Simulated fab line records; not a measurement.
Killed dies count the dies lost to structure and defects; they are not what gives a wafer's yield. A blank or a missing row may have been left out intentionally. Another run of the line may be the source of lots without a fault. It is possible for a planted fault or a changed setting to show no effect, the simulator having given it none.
Chamber matching / flow n5Finfet / 3 sister chambers for N5_BEOL_M10_DEP_56 on pecvd-04
The step deposits SiCN from 3MS/NH3, target thk 15 nm, time 26.5 s. 20 wafers are shown with their chamber, then 10 later ones without.

== WAFERS WITH THEIR CHAMBER ==
wafer=L075.1; chamber=0; throttleValvePct (%)=8.2; showerheadPlenumPTorr (Torr)=3.665; chamberPressureTorr (Torr)=2.992
wafer=L075.3; chamber=1; throttleValvePct (%)=9.5; showerheadPlenumPTorr (Torr)=3.680; chamberPressureTorr (Torr)=2.989
wafer=L075.5; chamber=0; throttleValvePct (%)=8.5; showerheadPlenumPTorr (Torr)=3.669; chamberPressureTorr (Torr)=3.002
wafer=L076.2; chamber=2; throttleValvePct (%)=8.1; showerheadPlenumPTorr (Torr)=3.659; chamberPressureTorr (Torr)=3.005
wafer=L076.3; chamber=0; throttleValvePct (%)=8.4; showerheadPlenumPTorr (Torr)=3.669; chamberPressureTorr (Torr)=2.993
wafer=L076.5; chamber=2; throttleValvePct (%)=8.2; showerheadPlenumPTorr (Torr)=3.667; chamberPressureTorr (Torr)=2.987
wafer=L078.2; chamber=1; throttleValvePct (%)=9.2; showerheadPlenumPTorr (Torr)=3.668; chamberPressureTorr (Torr)=3.010
wafer=L078.4; chamber=2; throttleValvePct (%)=8.3; showerheadPlenumPTorr (Torr)=3.664; chamberPressureTorr (Torr)=2.995
wafer=L078.6; chamber=0; throttleValvePct (%)=8.5; showerheadPlenumPTorr (Torr)=3.666; chamberPressureTorr (Torr)=2.998
wafer=L084.1; chamber=2; throttleValvePct (%)=8.3; showerheadPlenumPTorr (Torr)=3.669; chamberPressureTorr (Torr)=3.006
wafer=L084.2; chamber=1; throttleValvePct (%)=9.6; showerheadPlenumPTorr (Torr)=3.684; chamberPressureTorr (Torr)=3.003
wafer=L084.4; chamber=0; throttleValvePct (%)=8.4; showerheadPlenumPTorr (Torr)=3.665; chamberPressureTorr (Torr)=3.007
wafer=L086.1; chamber=1; throttleValvePct (%)=9.2; showerheadPlenumPTorr (Torr)=3.668; chamberPressureTorr (Torr)=2.995
wafer=L086.4; chamber=2; throttleValvePct (%)=8.7; showerheadPlenumPTorr (Torr)=3.669; chamberPressureTorr (Torr)=2.997
wafer=L086.6; chamber=0; throttleValvePct (%)=8.7; showerheadPlenumPTorr (Torr)=3.658; chamberPressureTorr (Torr)=3.012
wafer=L091.1; chamber=0; throttleValvePct (%)=8.4; showerheadPlenumPTorr (Torr)=3.659; chamberPressureTorr (Torr)=3.006
wafer=L091.3; chamber=2; throttleValvePct (%)=8.1; showerheadPlenumPTorr (Torr)=3.673; chamberPressureTorr (Torr)=3.006
wafer=L091.5; chamber=0; throttleValvePct (%)=8.5; showerheadPlenumPTorr (Torr)=3.659; chamberPressureTorr (Torr)=2.999
wafer=L094.1; chamber=1; throttleValvePct (%)=9.6; showerheadPlenumPTorr (Torr)=3.680; chamberPressureTorr (Torr)=2.993
wafer=L094.5; chamber=2; throttleValvePct (%)=8.1; showerheadPlenumPTorr (Torr)=3.662; chamberPressureTorr (Torr)=2.996

SIGNATURES, as means of the wafers listed above
reading=throttleValvePct; chamber 0=8.450; chamber 1=9.420; chamber 2=8.257; scatter within a chamber=0.186
reading=showerheadPlenumPTorr; chamber 0=3.66375; chamber 1=3.67600; chamber 2=3.66614; scatter within a chamber=0.00544
reading=chamberPressureTorr; chamber 0=3.00113; chamber 1=2.99800; chamber 2=2.99886; scatter within a chamber=0.0074
Rule: for a wafer and a chamber, the distance is found by dividing, reading by reading, the gap between the wafer's reading and the chamber's mean by the reading's scatter, squaring, summing and taking the root. The wafer belongs to the nearest chamber; if the next one is less than 2 further off, it can't be placed. The scatter: take each reading less its chamber's mean, square it, sum over the shown wafers, divide by the number of wafers less the number of chambers, and take the root.

== WAFERS MISSING THEIR CHAMBER ==
wafer=L094.6; throttleValvePct (%)=8.5; showerheadPlenumPTorr (Torr)=3.667; chamberPressureTorr (Torr)=2.989
wafer=L092.1; throttleValvePct (%)=8.5; showerheadPlenumPTorr (Torr)=3.657; chamberPressureTorr (Torr)=3.003
wafer=L092.2; throttleValvePct (%)=8.7; showerheadPlenumPTorr (Torr)=3.658; chamberPressureTorr (Torr)=2.998
wafer=L092.6; throttleValvePct (%)=9.7; showerheadPlenumPTorr (Torr)=3.680; chamberPressureTorr (Torr)=3.003
wafer=L096.2; throttleValvePct (%)=8.7; showerheadPlenumPTorr (Torr)=3.655; chamberPressureTorr (Torr)=2.994
wafer=L096.3; throttleValvePct (%)=8.2; showerheadPlenumPTorr (Torr)=3.664; chamberPressureTorr (Torr)=2.994
wafer=L096.5; throttleValvePct (%)=9.6; showerheadPlenumPTorr (Torr)=3.678; chamberPressureTorr (Torr)=3.008
wafer=L097.1; throttleValvePct (%)=9.4; showerheadPlenumPTorr (Torr)=3.671; chamberPressureTorr (Torr)=3.003
wafer=L097.3; throttleValvePct (%)=8.7; showerheadPlenumPTorr (Torr)=3.670; chamberPressureTorr (Torr)=3.003
wafer=L097.5; throttleValvePct (%)=8.2; showerheadPlenumPTorr (Torr)=3.663; chamberPressureTorr (Torr)=2.999

== WHICH CHAMBER EACH WENT THROUGH ==
wafer=L094.6; from the rows above=can't be placed: 0 or 2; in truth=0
wafer=L092.1; from the rows above=can't be placed: 0 or 2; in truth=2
wafer=L092.2; from the rows above=can't be placed: 0 or 2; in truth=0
wafer=L092.6; from the rows above=1; in truth=1
wafer=L096.2; from the rows above=can't be placed: 0 or 2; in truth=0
wafer=L096.3; from the rows above=can't be placed: 2 or 0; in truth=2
wafer=L096.5; from the rows above=1; in truth=1
wafer=L097.1; from the rows above=1; in truth=1
wafer=L097.3; from the rows above=can't be placed: 0 or 2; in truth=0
wafer=L097.5; from the rows above=can't be placed: 2 or 0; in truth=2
Correct placement for 3 of the 10. Unplaceable from these rows: 7, with the true chamber sitting among the candidates in 7. Number placed wrongly: 0.
